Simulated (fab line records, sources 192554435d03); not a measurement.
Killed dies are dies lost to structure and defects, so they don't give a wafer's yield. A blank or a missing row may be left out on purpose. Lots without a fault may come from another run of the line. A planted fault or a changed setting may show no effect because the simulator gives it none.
Which tool did it? | flow n5_finfet | 9 lots, 27 wafers sampled, at 5 steps of a route of 1938

WHAT THE GAUGES READ, wafer by wafer
N5_BEOL_M3_RS_MEAS_58: measures by four-point-probe. Usual: M3_RS 0.661 ohm/sq, standard deviation 0.029.
lot  | measured     | on            | M3_RS (ohm/sq)    | flag
L528 | day 7 02:01  | film_metro-02 | 0.682 0.705 0.636 |
L529 | day 7 18:17  | film_metro-02 | 0.632 0.595 0.636 |
L531 | day 7 22:20  | film_metro-01 | 0.684 0.626 0.641 |
L532 | day 8 09:48  | film_metro-01 | 0.675 0.664 0.684 |
L537 | day 10 06:29 | film_metro-02 | 0.700 0.665 0.658 |
L540 | day 10 14:15 | film_metro-02 | 0.679 0.665 0.665 |
L544 | day 11 19:17 | film_metro-02 | 0.666 0.694 0.660 |
L547 | day 12 10:16 | film_metro-02 | 0.659 0.636 0.660 |
L550 | day 13 01:53 | film_metro-02 | 0.701 0.704 0.662 |

N5_BEOL_M4_RC_MEAS_101. Usual: DIBL_N 36.3 mV/V, standard deviation 1.2; DIBL_P 36.7 mV/V, standard deviation 1.5; IOFF_N 0.164 nA/um, standard deviation 0.02; IOFF_P 0.214 nA/um, standard deviation 0.024; ION_N 673 uA/um, standard deviation 8.5; ION_P 461 uA/um, standard deviation 5.9; SS_N 71.6 mV/dec, standard deviation 0.44; SS_P 73.3 mV/dec, standard deviation 0.55; VT_N 249.4 mV, standard deviation 2.4; VT_P -250.0 mV, standard deviation 2.3.
lot  | measured     | on        | DIBL_N (mV/V)  | DIBL_P (mV/V)  | IOFF_N (nA/um)    | IOFF_P (nA/um)    | ION_N (uA/um) | ION_P (uA/um) | SS_N (mV/dec)  | SS_P (mV/dec)  | VT_N (mV)         | VT_P (mV)            | flag
L528 | day 7 14:05  | prober-01 | 36.3 35.6 36.4 | 35.8 34.9 35.2 | 0.162 0.149 0.160 | 0.194 0.182 0.188 | 674 654 655   | 458 449 453   | 71.9 71.7 71.4 | 73.4 73.3 74.0 | 249.4 250.6 249.2 | -251.8 -255.3 -251.0 |
L529 | day 8 04:02  | prober-02 | 36.6 36.5 37.0 | 35.3 34.2 35.8 | 0.157 0.150 0.172 | 0.211 0.201 0.227 | 666 667 672   | 463 459 464   | 71.3 72.1 71.7 | 72.8 73.1 73.0 | 249.4 252.6 248.8 | -248.3 -251.7 -248.0 |
L531 | day 8 06:36  | prober-02 | 37.0 35.4 34.7 | 37.7 36.0 35.2 | 0.187 0.150 0.138 | 0.214 0.183 0.173 | 688 673 665   | 461 456 456   | 72.5 71.9 71.7 | 73.3 73.1 72.8 | 246.9 251.1 250.6 | -248.0 -253.8 -253.1 |
L532 | day 8 20:59  | prober-01 | 36.0 36.0 36.9 | 36.0 35.6 37.8 | 0.149 0.144 0.173 | 0.187 0.178 0.210 | 658 661 673   | 446 452 458   | 71.7 71.4 72.4 | 73.1 73.0 73.6 | 253.4 253.4 250.8 | -250.9 -251.6 -251.3 |
L537 | day 10 16:14 | prober-01 | 36.3 36.8 36.5 | 37.8 38.2 37.6 | 0.171 0.169 0.159 | 0.235 0.243 0.227 | 689 678 676   | 472 466 464   | 71.7 71.7 71.7 | 73.8 72.6 73.7 | 245.1 248.6 250.6 | -249.2 -249.1 -249.4 |
L540 | day 11 07:54 | prober-02 | 37.8 36.2 37.2 | 36.6 35.0 35.5 | 0.164 0.148 0.161 | 0.201 0.183 0.202 | 673 663 663   | 456 451 451   | 71.4 71.5 72.0 | 73.5 73.3 73.1 | 248.8 250.9 250.2 | -251.1 -253.0 -249.0 |
L544 | day 12 05:11 | prober-02 | 36.0 34.2 35.2 | 36.7 33.7 34.7 | 0.159 0.129 0.141 | 0.232 0.190 0.192 | 679 669 663   | 466 463 457   | 72.1 71.5 71.1 | 73.3 72.7 72.7 | 249.3 251.4 250.4 | -248.2 -248.6 -251.4 |
L547 | day 12 22:29 | prober-01 | 36.5 35.7 34.4 | 36.7 35.6 34.3 | 0.186 0.168 0.150 | 0.219 0.209 0.187 | 677 691 681   | 459 464 463   | 71.7 71.4 71.3 | 73.8 73.6 73.1 | 248.8 247.4 251.1 | -249.0 -251.4 -252.3 |
L550 | day 13 14:47 | prober-02 | 38.4 39.1 37.7 | 38.8 39.1 37.5 | 0.186 0.205 0.175 | 0.236 0.240 0.207 | 677 685 684   | 466 467 463   | 71.4 72.2 71.6 | 73.5 73.5 72.5 | 249.3 246.7 248.6 | -249.4 -248.1 -252.9 |

WHICH TOOL RAN EACH LOT (tool, then ch and the chambers of the sampled wafers, then the start)
lot  | N5_BEOL_M4_ETCH_74                 | N5_BEOL_M4_HM_OPEN_17             | N5_BEOL_M4_COAT_68
L528 | rie_diel-03 ch 0,1,3, day 7 03:09  | rie_metal-01 ch 0,1, day 7 03:22  | litho_track-01 ch 0, day 7 03:35
L529 | rie_diel-01 ch 2,3, day 7 19:35    | rie_metal-01 ch 0,1, day 7 19:50  | litho_track-04 ch 0, day 7 20:02
L531 | rie_diel-04 ch 0,2,3, day 8 00:07  | rie_metal-01 ch 0,1, day 8 00:20  | litho_track-04 ch 0, day 8 00:33
L532 | rie_diel-04 ch 0,1,2, day 8 10:46  | rie_metal-03 ch 0,1, day 8 10:59  | litho_track-01 ch 0, day 8 11:13
L537 | rie_diel-03 ch 1,2, day 10 08:59   | rie_metal-03 ch 1, day 10 09:13   | litho_track-01 ch 0, day 10 09:26
L540 | rie_diel-01 ch 0,3, day 10 17:01   | rie_metal-01 ch 0, day 10 17:16   | litho_track-01 ch 0, day 10 17:33
L544 | rie_diel-04 ch 1,2,3, day 11 20:05 | rie_metal-01 ch 0,1, day 11 20:19 | litho_track-02 ch 0, day 11 20:32
L547 | rie_diel-01 ch 0,1,3, day 12 11:16 | rie_metal-02 ch 0,1, day 12 11:29 | litho_track-02 ch 0, day 12 11:42
L550 | rie_diel-04 ch 0,3, day 13 02:48   | rie_metal-01 ch 0,1, day 13 03:01 | litho_track-04 ch 0, day 13 03:14
- N5_BEOL_M4_ETCH_74: etches underlayer in N2/H2, target depth 6.5 nm, time 5.2 s.
- N5_BEOL_M4_HM_OPEN_17: chemistry Cl2/BCl3, target TiN, target depth 20 nm, overetch 6 nm.
- N5_BEOL_M4_COAT_68: time 60 s, resist thk 12 nm.

WHAT THE TOOLS THEMSELVES READ (means of the sampled wafers that have a number; where no wafer has one, the mark that the record gives instead)
N5_BEOL_M4_ETCH_74. Usual: drypump_motor_current_A 5.8 A, standard deviation 0.43; etch_rf_on_time_s 5.22 s, standard deviation 0.071; oes_product_au 0.67 a.u., standard deviation 0.079; rf_vpp_V 524.0 V, standard deviation 2.2; showerhead_plenum_p_Torr 2.56 Torr, standard deviation 0.067; throttle_valve_pct 17.96 %, standard deviation 0.21.
lot  | tool        | drypump_motor_current_A (A) | etch_rf_on_time_s (s) | oes_product_au (a.u.) | rf_vpp_V (V) | showerhead_plenum_p_Torr (Torr) | throttle_valve_pct (%) | flag
L528 | rie_diel-03 | 5.9                         | 5.24                  | 0.59                  | 524.7        | 2.55                            | 18.03                  |
L529 | rie_diel-01 | 6.0                         | 5.14                  | 0.70                  | 525.3        | 2.57                            | 17.88                  |
L531 | rie_diel-04 | 5.6                         | 5.29                  | 0.59                  | 523.2        | 2.51                            | 18.06                  |
L532 | rie_diel-04 | 5.4                         | 5.17                  | 0.62                  | 524.3        | 2.56                            | 18.11                  |
L537 | rie_diel-03 | 5.9                         | 5.24                  | 0.73                  | 524.0        | 2.51                            | 17.95                  |
L540 | rie_diel-01 | 6.2                         | 5.18                  | 0.71                  | 524.7        | 2.61                            | 17.95                  |
L544 | rie_diel-04 | 5.7                         | 5.22                  | 0.66                  | 525.4        | 2.55                            | 18.04                  |
L547 | rie_diel-01 | 6.4                         | 5.17                  | 0.67                  | 525.5        | 2.58                            | 18.07                  |
L550 | rie_diel-04 | 5.8                         | 5.21                  | 0.76                  | 522.3        | 2.49                            | 17.67                  |

N5_BEOL_M4_HM_OPEN_17. Usual: drypump_motor_current_A 5.8 A, standard deviation 0.43; oes_product_au 0.66 a.u., standard deviation 0.094; throttle_valve_pct 22.04 %, standard deviation 0.15.
lot  | tool         | drypump_motor_current_A (A) | oes_product_au (a.u.) | throttle_valve_pct (%) | flag
L528 | rie_metal-01 | 5.3                         | 0.55                  | 22.07                  |
L529 | rie_metal-01 | 5.4                         | 0.55                  | 22.06                  |
L531 | rie_metal-01 | 5.3                         | 0.55                  | 22.06                  |
L532 | rie_metal-03 | 6.3                         | 0.74                  | 21.96                  |
L537 | rie_metal-03 | 5.9                         | 0.77                  | 21.92                  |
L540 | rie_metal-01 | 5.4                         | 0.58                  | 22.22                  |
L544 | rie_metal-01 | 5.4                         | 0.74                  | 21.90                  |
L547 | rie_metal-02 | 5.9                         | 0.63                  | 22.18                  |
L550 | rie_metal-01 | 5.4                         | 0.73                  | 21.90                  |

N5_BEOL_M4_COAT_68. Usual: chill_plate_temp_C 22.97 C, standard deviation 0.11; spin_speed_rpm 1500.0 rpm, standard deviation 1.
lot  | tool           | chill_plate_temp_C (C) | spin_speed_rpm (rpm) | flag
L528 | litho_track-01 | 22.89                  | 1499.7               |
L529 | litho_track-04 | 23.08                  | 1500.7               |
L531 | litho_track-04 | 23.09                  | 1499.7               |
L532 | litho_track-01 | 23.13                  | 1501.1               |
L537 | litho_track-01 | 23.04                  | 1546.7               | OFF
L540 | litho_track-01 | 22.91                  | 1547.8               | OFF
L544 | litho_track-02 | 22.99                  | 1501.6               |
L547 | litho_track-02 | 22.98                  | 1501.0               |
L550 | litho_track-04 | 22.97                  | 1499.5               |

THE ANSWER, worked out from the rows above alone
Rule: a lot is off if the mean of its wafers that have a number lies more than 3 standard deviations from the usual mean. A lot without any number at a reading at which 4 lots or more have one is off too. The other lots that the step has rows for count as sound. The gauges are gone through in route order, then the tools' own readings, and for those a lot's mean is taken as printed above. The first step at which some lot is off is used, and at that step the reading that is off furthest; a lot without a number counts as furthest.
Off: L537, L540, at N5_BEOL_M4_COAT_68 (spin_speed_rpm).
A tool fits if, at that step or a process step before it, it ran every lot that is off, and no sound lot after the first of them. One fits: litho_track-01 at N5_BEOL_M4_COAT_68. Its last sound lot is L532 (day 8 11:13), its first lot that is off L537 (day 10 09:26): a fault that began between those two fits.
The tool's own readings at N5_BEOL_M4_COAT_68 bear it out: on the lots that are off they differ by more than 5 times the standard deviation of the sound lots' means. spin_speed_rpm reads 1547.2 rpm there against 1500.5 rpm on the sound lots.

WHAT THE SIMULATOR HAD PUT IN
Process parameter drift: litho_track-01, from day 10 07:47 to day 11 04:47, at N5_BEOL_M4_COAT_68. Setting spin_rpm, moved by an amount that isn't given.
Lots struck among those shown: L537, L540. The rule above found the same.
